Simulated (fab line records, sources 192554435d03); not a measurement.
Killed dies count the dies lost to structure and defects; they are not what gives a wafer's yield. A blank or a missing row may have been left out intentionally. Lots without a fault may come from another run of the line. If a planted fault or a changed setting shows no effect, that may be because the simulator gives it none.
Matching of chambers :: flow n5Finfet :: N5_BEOL_M8_PECVD_70 on pecvd-01 has 3 sister chambers
The step deposits SiO2 from TEOS/O2, target thk 20 nm, time 22.7 s. 3 wafers are shown with their chamber, then 9 later ones without.

## WAFERS WITH THEIR CHAMBER
wafer: L089.1
chamber: 0
throttleValvePct (%): 22.9

wafer: L089.3
chamber: 1
throttleValvePct (%): 24.6

wafer: L089.6
chamber: 2
throttleValvePct (%): 22.6

## WAFERS WITHOUT THEIR CHAMBER
wafer: L091.1
throttleValvePct (%): 23.0

wafer: L091.2
throttleValvePct (%): 24.3

wafer: L091.6
throttleValvePct (%): 22.6

wafer: L092.1
throttleValvePct (%): 23.1

wafer: L092.2
throttleValvePct (%): 23.2

wafer: L092.3
throttleValvePct (%): 24.6

wafer: L095.1
throttleValvePct (%): 23.1

wafer: L095.4
throttleValvePct (%): 22.9

wafer: L095.5
throttleValvePct (%): 22.7

## WHICH CHAMBER EACH ONE RAN IN
wafer: L091.1
from the rows above: can't be placed: 0 or 2
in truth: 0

wafer: L091.2
from the rows above: 1
in truth: 1

wafer: L091.6
from the rows above: can't be placed: 2 or 0
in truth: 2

wafer: L092.1
from the rows above: can't be placed: 0 or 2
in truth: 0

wafer: L092.2
from the rows above: can't be placed: 0 or 2
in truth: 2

wafer: L092.3
from the rows above: 1
in truth: 1

wafer: L095.1
from the rows above: can't be placed: 0 or 2
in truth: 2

wafer: L095.4
from the rows above: can't be placed: 0 or 2
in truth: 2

wafer: L095.5
from the rows above: can't be placed: 2 or 0
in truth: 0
Correct placement for 2 of the 9. Not placeable from these rows: 7 (in 7, the candidates include the true chamber). Number placed wrongly: 0.
How it was worked out, from the rows above alone: a wafer's distance from a chamber is the root of the sum, over the readings, of the square of ((its reading less the chamber's mean) divided by the reading's scatter). If the next closest chamber is less than 2 further off than the closest, the wafer can't be placed; otherwise it belongs to the closest. For every chamber, the mean is computed from those of its wafers that are shown. The scatter: with one shown wafer a chamber, the root of the mean of the squares of how far each hidden wafer lies from its nearest shown one.
